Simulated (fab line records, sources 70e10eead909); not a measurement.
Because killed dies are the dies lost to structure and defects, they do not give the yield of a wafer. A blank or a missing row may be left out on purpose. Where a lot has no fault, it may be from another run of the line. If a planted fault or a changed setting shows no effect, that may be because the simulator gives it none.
Matching of chambers | flow nandHarc | cmp-03 running NHARC_A_CHANNEL_FILL_D2_CMP_10: 4 sister chambers
The step polishes, target thk 150 nm. 8 wafers are shown with their chamber, then 8 later ones without.

## WAFERS WITH THEIR CHAMBER
wafer  | chamber | motorCurrentA (A) | timeToEndpointS (s)
L083.6 | 1       | 11.7              | 14.6
L083.1 | 3       | 13.4              | 15.5
L085.3 | 0       | 12.9              | 12.1
L085.4 | 1       | 11.5              | 10.0
L085.5 | 0       | 12.5              | 10.9
L087.3 | 3       | 13.4              | 14.4
L087.6 | 2       | 11.4              | 16.4
L092.1 | 2       | 11.6              | 18.8

## WAFERS WITH NO CHAMBER GIVEN
wafer  | motorCurrentA (A) | timeToEndpointS (s)
L092.3 | 13.3              | 15.7
L092.4 | 11.8              | 15.8
L094.2 | 12.9              | 16.0
L094.3 | 11.9              | 15.4
L094.4 | 11.4              | 18.2
L096.1 | 11.7              | 14.7
L096.4 | 12.8              | 15.3
L096.6 | 13.5              | 13.6

## WHICH CHAMBER EACH WENT THROUGH
wafer  | from the rows above     | in truth
L092.3 | 3                       | 3
L092.4 | can't be placed: 2 or 1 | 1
L094.2 | can't be placed: 0 or 3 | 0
L094.3 | can't be placed: 1 or 2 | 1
L094.4 | 2                       | 2
L096.1 | can't be placed: 1 or 2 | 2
L096.4 | can't be placed: 0 or 3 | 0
L096.6 | 3                       | 3
Correctly placed: 3 of 8. Unplaceable from these rows: 5, with the true chamber sitting among the candidates in 5. 0 placed wrongly.
How it was worked out, from the rows above alone: a wafer's distance from a chamber is the root of the sum, over the readings, of the square of ((its reading less the chamber's mean) divided by the reading's scatter). If the next closest chamber is less than 2 further off than the closest, the wafer can't be placed; otherwise it belongs to the closest. For every chamber, the mean is computed from those of its wafers that are shown. The scatter is the square root of a quotient: the sum, over the shown wafers, of each reading's squared deviation from its chamber's mean, divided by wafers minus chambers.
